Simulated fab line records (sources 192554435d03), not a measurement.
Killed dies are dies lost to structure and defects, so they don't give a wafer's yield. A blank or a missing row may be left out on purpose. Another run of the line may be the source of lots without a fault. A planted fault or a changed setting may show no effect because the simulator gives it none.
Split-lot experiment	flow n5_finfet	21 wafers read from 7 lots, route of 1938 steps

SPLIT DETAILS
At N5_MOL_CONTACT_COAG_COAT_64 (time 60 s, resist thk 10 nm), the setting spin_rpm was moved away from the recipe's 1500 rpm on 6 of the 21 wafers read, by -9.2% to +10.5%. This setting was run at the recipe's value on the other wafers.

FROM THE SPLIT TO THE READING: what the file shows between them, 7 steps
- N5_MOL_CONTACT_COAG_EXPOSE_37: exposes mask VD, defocus 0 nm (also split here: dose_mj)
- N5_MOL_CONTACT_COAG_PEB_38: peb time 60 s
- N5_MOL_CONTACT_COAG_DEVELOP_39: develop time 30 s
- N5_MOL_CONTACT_COAG_DESCUM_45: chemistry O2, time 7 s
- N5_MOL_CONTACT_COAG_ETCH_65: etches underlayer in N2/H2, target depth 13 nm, time 10.4 s
- N5_MOL_CONTACT_COAG_ETCH_66: etches SiARC in CF4, target depth 13 nm, time 21.7 s
- N5_MOL_CONTACT_COAG_ALD_133: deposits SiO2, target thk 5 nm, pulse time 1 s, co reactant pulse time 1 s

THE READING
CAR-EUV_of_MOL_CONTACT_COAG_COAT_34.thk_nm (the simulator's own value, which no gauge read), in nm, at N5_MOL_CONTACT_COAG_ETCHBACK_134 (etches SiO2 in CHF3, target depth 10 nm, time 6.7 s). The file does not state a usual value for it. Average 15.5 nm, standard deviation 0.1 nm, over the 15 wafers here run with the recipe.

wafer	tool, chamber at the split	spin_rpm as run, rpm	against the recipe	CAR-EUV_of_MOL_CONTACT_COAG_COAT_34.thk_nm, nm	against lot-mates on the recipe
L080.1	litho_track-04, 0	1500	recipe	15.6	-
L080.2	litho_track-04, 0	1657	+10.5%	16	+0.4
L080.4	litho_track-04, 0	1657	+10.5%	16	+0.4
L087.1	litho_track-02, 0	1500	recipe	15.4	-
L087.5	litho_track-02, 0	1500	recipe	15.4	-
L087.6	litho_track-02, 0	1500	recipe	15.6	-
L089.1	litho_track-03, 0	1362	-9.2%	15.2	-0.4
L089.3	litho_track-03, 0	1500	recipe	15.6	-
L089.4	litho_track-03, 0	1362	-9.2%	15	-0.6
L091.1	litho_track-03, 0	1500	recipe	15.6	-
L091.3	litho_track-03, 0	1500	recipe	15.4	-
L091.5	litho_track-03, 0	1390	-7.3%	15	-0.5
L092.3	litho_track-02, 0	1500	recipe	15.4	-
L092.5	litho_track-02, 0	1500	recipe	15.4	-
L092.4	litho_track-02, 0	1500	recipe	15.6	-
L093.1	litho_track-04, 0	1500	recipe	15.4	-
L093.2	litho_track-04, 0	1500	recipe	15.6	-
L093.5	litho_track-04, 0	1415	-5.7%	15.2	-0.3
L095.2	litho_track-03, 0	1500	recipe	15.6	-
L095.6	litho_track-03, 0	1500	recipe	15.6	-
L095.3	litho_track-03, 0	1500	recipe	15.4	-

FIT RESULTS
A straight line over all 21 wafers: CAR-EUV_of_MOL_CONTACT_COAG_COAT_34.thk_nm changes by +0.0489 nm for each +1% of spin_rpm; r = +0.92; the points scatter about the line by 0.1 nm.
The same after taking each lot's own level away (the mean of its wafers on the recipe; 21 wafers): +0.0478 nm for each +1%; r = +0.93; scatter 0.097 nm.
On that fit, the largest move of spin_rpm shifts the reading by 0.5 nm.
The span of the lots' own levels, 15.47 to 15.60 nm, comes to 1.3 times the standard deviation stated above.
The two slopes are in agreement: the lot-to-lot level therefore moves the slope only a little.
Check: +0.511 nm against its lot-mates is what the line predicts for one of the wafers moved furthest among these (+10.5%) when that wafer is left out of the fit. Against them it came out at +0.4 nm.

FURTHER SPLITS ON THESE WAFERS
Other splits were also applied to these wafers ahead of the reading. Each is held against what the fit with the lots' levels taken away leaves over:
other split on the same wafers	wafers away from the commonest value	r with CAR-EUV_of_MOL_CONTACT_COAG_COAT_34.thk_nm (lot level and that fit taken away)
N5_GATE_CUT_DESCUM_18 time_s	6	+0.09
N5_MOL_CONTACT_COAG_ALD_27 time_s	10	+0.18
N5_MOL_CONTACT_COAG_PECVD_31 time_s	9	-0.29
N5_MOL_CONTACT_COAG_EXPOSE_37 dose_mj	8	-0.11

THE WHOLE CHAIN: every reading that the file lists as answering this split, in the file's order
step	what it does	reading	change (the file's fit)	r (the file's)
N5_MOL_CONTACT_COAG_COAT_64	time 60 s, resist thk 10 nm	underlayer_of_MOL_CONTACT_COAG_COAT_64.thk_nm (the simulator's own value, which no gauge read)	-0.0529 nm for each +1% of the setting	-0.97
N5_MOL_CONTACT_COAG_ETCH_65	etches underlayer in N2/H2, target depth 13 nm, time 10.4 s	CAR-EUV_of_MOL_CONTACT_COAG_COAT_34.thk_nm (the simulator's own value, which no gauge read)	+0.0535 nm for each +1% of the setting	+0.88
N5_MOL_CONTACT_COAG_ETCH_65	etches underlayer in N2/H2, target depth 13 nm, time 10.4 s	etch.depth_nm (the simulator's own value, which no gauge read)	-0.0493 nm for each +1% of the setting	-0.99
N5_MOL_CONTACT_COAG_ETCHBACK_134	etches SiO2 in CHF3, target depth 10 nm, time 6.7 s	CAR-EUV_of_MOL_CONTACT_COAG_COAT_34.thk_nm (the simulator's own value, which no gauge read)	+0.0505 nm for each +1% of the setting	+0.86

FILE'S OWN FIT
CAR-EUV_of_MOL_CONTACT_COAG_COAT_34.thk_nm changes by +0.0505 nm for each +1% of spin_rpm, r = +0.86.
